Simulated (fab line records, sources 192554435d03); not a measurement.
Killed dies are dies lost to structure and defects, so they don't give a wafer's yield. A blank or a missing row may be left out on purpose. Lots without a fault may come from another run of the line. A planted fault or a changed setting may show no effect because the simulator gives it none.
fab line records | flow n5_finfet
record lots=5 wafers=15 last_day=18
route steps=1938 shown DUMMY_REMOVAL@384 HKMG_FIN@385
lots that met no fault: from a run of the same line without faults
start_h: hours from the record's first day to the start of the lot's first wafer shown | wait_h: hours since the lot's step before | " the same as in the row above | L1.1+2: a row that stands for several wafers | - no value, or no start given | * or withheld: withheld | < > ~ a bound
route shown NAME@n: a module of which the file shows steps, and the number in the route of the first | usual: mean/standard deviation of fault-free wafers | same: alike in all rows | chamber/n: place in a boat | sites: the reading at each site | _std_site: their standard deviation | _edge_site: outer sites' mean less inner sites' | radius_mm: how far each site lies from the wafer's centre | mask NAME#n: copy n | behind: the tool/chamber that last shaped the wafer | hold: why the lot was held/for how many hours/how that ended | device: the transistor (n, p or np) that didn't switch | end of line: the same wafers' tests at the end of the route | a step without rows: its recipe alone | killed: dies lost to structure and defects at the first sort, not the wafer's yield | map: a wafer's dies, x killed, . not, _ none there
set.NAME: the setting as run; set.NAME@STEP: as run at that earlier step | model.NAME: the simulator's own value behind a step, which no gauge read
lots at some steps of the route; a table a step, a row a wafer
services: from which hour (start_h, from the record's first day; less than 0 if before it) a tool's chamber was out of use, for how many hours, and why
## steps
# step N5_DUMMY_REMOVAL_SRD_05
# recipe dry=ipa_marangoni do_ppb=5 time_s=30 temp_c=23 rinse_liquid=diw
# step N5_HKMG_FIN_IL_REGROW_00
# recipe material=SiO2 target_thk_a=7.5 chemistry=O3 temp_c=withheld time_s=30
# step N5_HKMG_FIN_HK_ALD_01
# recipe material=HfO2 target_thk_a=16 temp_c=withheld ald_precursor_family=HfCl4 ald_co_reactant=H2O pulse_time_s=3 purge_time_s=3 co_reactant_purge_time_s=2.5 co_reactant_pulse_time_s=0.3 ald_cycles=30
# usual precursor_pulse_height_rel=1.002/0.021
# columns lot.wafer tool chamber start_h wait_h precursor_pulse_height_rel
L775.3 ald_hk-03 2 95.24 0.0 0.982
L775.4 " 0 " " 1.016
L775.5 " 2 " " 1.049
L783.2 ald_hk-01 3 139.74 0.0 0.976
L783.4 " 1 " " 1.011
L783.6 " 1 " " 1.009
L790.3 ald_hk-03 3 179.86 0.0 1.009
L790.4 " 1 " " 0.990
L790.6 " 2 " " 0.967
L793.1 ald_hk-01 0 195.94 0.0 0.992
L793.3 " 2 " " 0.969
L793.4 " 3 " " 1.027
L795.1 ald_hk-03 2 212.19 0.0 0.973
L795.4 " 3 " " 1.039
L795.5 " 3 " " 0.974
# step N5_HKMG_FIN_HK_ANNEAL_02
# recipe temp_c=700 time_s=30 ambient=N2 idle_temp_c=600 ramp_up_c_per_s=150 ramp_down_c_per_s=60 cool_to_c=600
# usual lamp_power_pct=8.80/0.056 lamp_zone_2_pct=8.797/0.01 lamp_zone_7_pct=9.195/0.011 wafer_temp_C_max=703.0/0.65
# columns lot.wafer tool chamber start_h wait_h lamp_power_pct lamp_zone_2_pct lamp_zone_7_pct wafer_temp_C_max
L775.3 rtp_anneal-01 0 95.50 0.2 8.78 8.811 9.192 703.3
L775.4 " 0 " " 8.79 8.792 9.194 702.4
L775.5 " 0 " " 8.88 8.810 9.196 702.3
L783.2 rtp_anneal-01 0 139.96 0.1 8.71 8.795 9.181 704.4
L783.4 " 0 " " 8.82 8.783 9.187 702.3
L783.6 " 0 " " 8.93 8.788 9.208 702.9
L790.3 rtp_anneal-01 0 180.23 0.3 8.84 8.801 9.183 702.8
L790.4 " 0 " " 8.78 8.798 9.199 702.5
L790.6 " 0 " " 8.72 8.791 9.190 703.3
L793.1 rtp_anneal-02 0 196.13 0.1 8.71 8.806 9.183 702.0
L793.3 " 0 " " 8.79 8.813 9.194 702.8
L793.4 " 0 " " 8.89 8.790 9.204 703.3
L795.1 rtp_anneal-02 0 212.38 0.1 8.80 8.791 9.189 701.9
L795.4 " 0 " " 8.65 8.810 9.195 703.3
L795.5 " 0 " " 8.79 8.814 9.169 702.4
# step N5_HKMG_FIN_ALD_74
# recipe material=La2O3 target_thk_a=5 temp_c=250 ald_precursor_family=La-Cp ald_co_reactant=O3 pulse_time_s=6 co_reactant_pulse_time_s=1 purge_time_s=3 co_reactant_purge_time_s=3
# usual heater_power_outer_w=191/18 heater_power_w=347/23 precursor_pulse_height_rel=1.001/0.019 susceptor_temp_C=250.00/0.17
# columns lot.wafer tool chamber start_h wait_h heater_power_outer_w heater_power_w precursor_pulse_height_rel susceptor_temp_C
L775.3 ald_hk-01 0 95.65 0.1 185 356 1.005 249.80
L775.4 " 2 " " 201 358 1.008 249.81
L775.5 " 3 " " 205 377 1.007 250.18
L783.2 ald_hk-02 1 140.15 0.2 177 337 0.978 250.16
L783.4 " 2 " " 149 294 1.028 250.03
L783.6 " 2 " " 147 292 0.993 250.03
L790.3 ald_hk-01 1 180.40 0.1 192 328 1.023 249.86
L790.4 " 0 " " 184 359 0.997 250.30
L790.6 " 2 " " 204 344 1.003 249.70
L793.1 ald_hk-02 0 196.34 0.2 194 355 1.017 250.00
L793.3 " 1 " " 178 334 0.988 249.73
L793.4 " 2 " " 153 293 0.994 250.07
L795.1 ald_hk-01 3 212.59 0.2 206 374 0.969 250.11
L795.4 " 2 " " 210 350 0.957 250.01
L795.5 " 0 " " 195 358 0.995 250.03
# step N5_HKMG_FIN_ALD_75
# recipe material=Al2O3 target_thk_a=10 temp_c=150 ald_precursor_family=TMA ald_co_reactant=H2O pulse_time_s=withheld co_reactant_pulse_time_s=1
# step N5_HKMG_FIN_COAT_41
# recipe resist=SOC temp_c=250 time_s=60 spin_rpm=1500 resist_thk_nm=300
# step N5_HKMG_FIN_COAT_42
# recipe resist=SiARC temp_c=220 time_s=60 spin_rpm=1500 resist_thk_nm=35
# step N5_HKMG_FIN_COAT_43
# recipe resist=CAR-ArF spin_rpm=1500 resist_thk_nm=90
# step N5_HKMG_FIN_EBR_45
# recipe solvent=PGMEA ebr_width_mm=1.5
# step N5_HKMG_FIN_SOFTBAKE_44
# recipe temp_c=110 time_s=60 resist=CAR-ArF
# step N5_HKMG_FIN_EXPOSE_46
# recipe mask_id=NDIPOLE na=1.35 source_shape=conventional sigma_outer=0.8 polarization=unpolarized dose_mj=40
# step N5_HKMG_FIN_PEB_47
# recipe peb_temp_c=withheld peb_time_s=60 resist=CAR-ArF
# columns lot.wafer tool chamber start_h wait_h
L775.3+4+5 litho_track-04 0 96.00 0.0
L783.2+4+6 litho_track-03 0 140.51 0.0
L790.3+4+6 litho_track-04 0 180.89 0.0
L793.1+3+4 litho_track-03 0 196.82 0.1
L795.1+4+5 litho_track-03 0 213.07 0.1
# step N5_HKMG_FIN_DEVELOP_48
# recipe develop_time_s=30 developer=TMAH resist=CAR-ArF rinse_liquid=diw dry=air_spin dev_temp_c=23
# step N5_HKMG_FIN_CD_MEAS_49
# recipe target_cd_nm=202 landing_energy_ev=500 detector=se_inlens polarity=opening
# usual cd_nm=201.2/0.72
# same landing_energy_ev=500
# columns lot.wafer tool chamber start_h wait_h cd_nm
L775.3 cd_sem-01 0 96.07 - 200.2
L775.4 " 0 " " 202.4
L775.5 " 0 " " 200.8
L783.2 cd_sem-02 0 140.57 - 200.4
L783.4 " 0 " " 201.5
L783.6 " 0 " " 201.1
L790.3 cd_sem-02 0 180.96 - 204.3
L790.4 " 0 " " 201.7
L790.6 " 0 " " 201.6
L793.1 cd_sem-02 0 196.88 - 202.7
L793.3 " 0 " " 201.5
L793.4 " 0 " " 200.7
L795.1 cd_sem-02 0 213.13 - 201.5
L795.4 " 0 " " 201.4
L795.5 " 0 " " 201.2
# step N5_HKMG_FIN_OVL_MEAS_50
# recipe points_per_wafer=44
# usual NDIPOLE_OVL=0.1/0.69
# columns lot.wafer tool chamber start_h wait_h NDIPOLE_OVL[nm]
L775.3 overlay-02 0 96.10 0.0 -0.5
L775.4 " 0 " " -1.0
L775.5 " 0 " " 0.0
L783.2 overlay-01 0 140.60 0.0 -0.2
L783.4 " 0 " " -0.6
L783.6 " 0 " " 0.6
L790.3 overlay-01 0 180.99 0.0 0.9
L790.4 " 0 " " 0.1
L790.6 " 0 " " -0.1
L793.1 overlay-02 0 196.91 0.0 0.4
L793.3 " 0 " " -0.1
L793.4 " 0 " " 0.0
L795.1 overlay-02 0 213.16 0.0 0.3
L795.4 " 0 " " -0.3
L795.5 " 0 " " 0.5
# step N5_HKMG_FIN_INSPECT_61
# recipe mode=adi inspect_instrument=macro
# usual raw_defect_count=2.1/1.6
# columns lot.wafer tool chamber start_h wait_h raw_defect_count
L775.3 defect_inspect-02 - 96.12 0.0 4
L775.4 " - " " 1
L775.5 " - " " 2
L783.2 defect_inspect-02 - 140.63 0.0 6
L783.4 " - " " 5
L783.6 " - " " 1
L790.3 defect_inspect-02 - 181.02 0.0 0
L790.4 " - " " 4
L790.6 " - " " 1
L793.1 defect_inspect-01 - 196.94 0.0 1
L793.3 " - " " 2
L793.4 " - " " 3
L795.1 defect_inspect-01 - 213.19 0.0 0
L795.4 " - " " 2
L795.5 " - " " 3
# step N5_HKMG_FIN_DESCUM_53
# recipe chemistry=O2 time_s=7.9 source_power_w=50 bias_power_w=20 pressure_mtorr=20 rf_frequency_hz=2.712e+07 temp_c=40 resist=CAR-ArF o2_flow_sccm=225
# usual bias_power_w=20.00/0.053 drypump_motor_current_A=5.9/0.45 o2_flow_sccm=225.0/0.66 oes_product_au=0.78/0.077 rf_vpp_V=243.2/1.4 showerhead_plenum_p_Torr=2.09/0.063 throttle_valve_pct=20.39/0.18
# columns lot.wafer tool chamber start_h wait_h bias_power_w drypump_motor_current_A o2_flow_sccm oes_product_au rf_hours_counter_h rf_vpp_V showerhead_plenum_p_Torr throttle_valve_pct
L775.3 rie_diel-04 2 96.16 0.0 20.06 6.0 225.3 0.87 43 244.7 2.20 20.24
L775.4 " 1 " " 19.99 5.9 225.2 0.71 222 244.2 2.15 20.44
L775.5 " 2 " " 20.04 6.0 225.5 0.88 - 245.6 2.20 20.24
L783.2 rie_diel-04 2 140.90 0.3 20.10 5.9 224.7 0.86 58 246.8 2.20 20.26
L783.4 " 3 " " 20.05 5.8 224.4 0.69 232 241.0 1.99 20.18
L783.6 " 1 " " 20.07 5.8 225.6 0.69 - 243.3 2.14 20.47
L790.3 rie_diel-02 1 181.24 0.2 19.95 6.3 224.5 0.84 58 243.0 2.13 20.45
L790.4 " 2 " " 19.94 5.8 225.6 0.70 238 242.6 2.06 20.42
L790.6 " 0 " " 20.08 5.8 224.7 0.72 - 241.9 2.02 20.41
L793.1 rie_diel-02 2 197.14 0.2 20.01 5.8 226.4 0.70 243 242.1 2.05 20.42
L793.3 " 3 " " 19.89 6.8 225.8 0.68 238 242.9 2.05 20.83
L793.4 " 1 " " 19.98 6.3 224.9 0.83 64 244.0 2.12 20.46
L795.1 rie_diel-02 3 213.22 0.0 19.97 6.8 225.1 0.67 245 243.5 2.04 20.85
L795.4 " 1 " " 19.98 6.3 225.1 0.83 - 243.0 2.12 20.46
L795.5 " 0 " " 19.97 5.8 225.6 0.71 - 241.6 2.01 20.44
# step N5_HKMG_FIN_ETCH_54
# recipe chemistry=CF4 target=SiARC target_depth_a=455 mask_material=CAR-ArF time_s=75.8 ion_energy_ev=80 pressure_mtorr=40 source_w=545 bias_w=36 Ar_flow_sccm=100 cf4_flow_sccm=100 ends=cleared
# usual bias_w=35.99/0.11 drypump_motor_current_A=5.9/0.45 etch_rf_on_time_s=77.1/2 oes_product_au=0.66/0.064 rf_vpp_V=184.1/1.1 showerhead_plenum_p_Torr=2.14/0.065 throttle_valve_pct=15.58/0.18
# columns lot.wafer tool chamber start_h wait_h bias_w drypump_motor_current_A etch_rf_on_time_s oes_product_au rf_hours_counter_h rf_vpp_V showerhead_plenum_p_Torr throttle_valve_pct model.HKMG_FIN.cd_offset_nm
L775.3 rie_diel-04 2 96.19 0.0 35.89 5.9 74.7 0.75 43 186.0 2.26 15.49 -1.4
L775.4 " 1 " " 35.99 5.9 80.1 0.60 222 187.1 2.19 15.70 0
L775.5 " 2 " " 36.07 6.0 75.0 0.75 - 186.6 2.26 15.47 -1.4
L783.2 rie_diel-04 2 140.94 0.0 35.93 5.9 74.1 0.73 58 184.5 2.26 15.52 -1.4
L783.4 " 3 " " 35.92 5.8 72.9 0.60 232 182.9 2.04 15.52 -0.4
L783.6 " 1 " " 36.12 5.9 81.2 0.59 - 184.6 2.18 15.73 -1.4
L790.3 rie_diel-02 1 181.27 0.0 35.79 6.3 77.3 0.71 58 184.6 2.18 15.53 2
L790.4 " 2 " " 36.05 5.8 76.2 0.59 238 185.4 2.13 15.81 -0.6
L790.6 " 0 " " 35.73 5.8 77.9 0.61 - 183.2 2.04 15.46 -0.6
L793.1 rie_diel-02 2 197.18 0.0 36.05 5.8 74.4 0.60 243 183.9 2.13 15.83 0.8
L793.3 " 3 " " 36.02 6.8 78.2 0.57 238 184.3 2.10 16.06 -0.6
L793.4 " 1 " " 35.87 6.4 76.8 0.71 64 185.4 2.18 15.55 -1.6
L795.1 rie_diel-02 3 213.26 0.0 36.20 6.8 79.4 0.56 245 183.6 2.10 16.10 -0.2
L795.4 " 1 " " 35.89 6.3 77.0 0.70 - 184.5 2.17 15.57 -0.2
L795.5 " 0 " " 35.80 5.8 77.6 0.61 - 182.5 2.03 15.51 -0.6
# step N5_HKMG_FIN_ETCH_55
# recipe chemistry=N2/H2 target=SOC target_depth_a=2400 temp_c=40 time_s=300 ion_energy_ev=200 mask_material=SiARC pressure_mtorr=30 source_w=840 bias_w=150 n2_flow_sccm=200 h2_flow_sccm=200
# usual bias_w=150.0/0.47 drypump_motor_current_A=5.9/0.45 oes_product_au=0.77/0.074 rf_vpp_V=524.0/2.6 showerhead_plenum_p_Torr=2.54/0.089 throttle_valve_pct=17.80/0.21
# columns lot.wafer tool chamber start_h wait_h bias_w drypump_motor_current_A oes_product_au rf_hours_counter_h rf_vpp_V showerhead_plenum_p_Torr throttle_valve_pct
L775.3 rie_diel-04 2 96.25 0.0 150.5 5.9 0.88 43 527.2 2.69 17.75
L775.4 " 1 " " 149.8 5.8 0.69 222 526.4 2.61 17.92
L775.5 " 2 " " 150.9 5.9 0.87 - 527.9 2.69 17.76
L783.2 rie_diel-04 2 140.99 0.0 149.6 6.0 0.87 58 527.5 2.68 17.80
L783.4 " 3 " " 150.6 5.8 0.71 232 520.8 2.41 17.57
L783.6 " 1 " " 151.0 5.8 0.68 - 527.3 2.61 17.92
L790.3 rie_diel-02 1 181.33 0.0 150.1 6.4 0.83 58 526.0 2.57 17.67
L790.4 " 2 " " 149.6 5.9 0.70 238 523.9 2.48 17.68
L790.6 " 0 " " 150.1 5.8 0.72 - 520.1 2.41 17.61
L793.1 rie_diel-02 2 197.23 0.0 149.0 5.8 0.70 244 521.3 2.48 17.70
L793.3 " 3 " " 150.0 6.8 0.66 238 523.1 2.49 18.26
L793.4 " 1 " " 150.5 6.3 0.83 64 523.4 2.57 17.70
L795.1 rie_diel-02 3 213.31 0.0 150.5 6.8 0.66 246 522.1 2.49 18.27
L795.4 " 1 " " 149.4 6.4 0.82 - 524.1 2.57 17.71
L795.5 " 0 " " 149.7 5.7 0.70 - 521.8 2.41 17.64
## services
# columns tool chamber start_h hours kind
ald_hk-01 - 86.06 1.2 repair
rie_diel-02 2 98.16 2.6 repair
rie_diel-02 3 114.24 1.8 repair
rie_diel-04 - 137.64 1.0 repair
rie_diel-02 - 158.13 14.6 pm
ald_hk-02 - 164.56 1.5 repair
rie_diel-04 1 166.78 - clean
rie_diel-04 1 166.78 - consumable_replace:focus_ring
rie_diel-04 1 166.78 21.4 scheduled_down
rie_diel-04 1 166.78 21.4 vent_cycle
rie_diel-04 3 188.31 - clean
rie_diel-04 3 188.31 - consumable_replace:focus_ring
rie_diel-04 3 188.31 - consumable_replace:showerhead
rie_diel-04 3 188.31 15.4 scheduled_down
rie_diel-04 3 188.31 15.4 vent_cycle
rie_diel-02 2 211.37 - clean
rie_diel-02 2 211.37 - consumable_replace:focus_ring
rie_diel-02 2 211.37 23.8 scheduled_down
rie_diel-02 2 211.37 23.8 vent_cycle
## key
first_sign step=N5_HKMG_FIN_CD_MEAS_49 reading=cd_nm direction=up sigmas=4.3 usual=201.2 struck=204.3
effect none on later readings
model_effect step=N5_HKMG_FIN_ETCH_54 value=HKMG_FIN.cd_offset_nm without=-2.2 struck=2
met_at N5_HKMG_FIN_PEB_47
struck_wafers L790.3
tester_left_out L790
onset_between 96.00 180.89
fault kind=process_parameter_drift tool=litho_track-04 chamber=- onset_h=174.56 steps=N5_HKMG_FIN_PEB_47 channel=peb_time_s offset=* shape=step end_h=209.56 scope=struck_wafers_only acts_in=* stated=*
# tester_left_out: of these lots the tester's yield and bins aren't shown, on N5 and GAA mostly nor the transistor test; their killed dies are dies lost to structure and defects alone, not to doping, threshold or leakage, so they don't give the yield
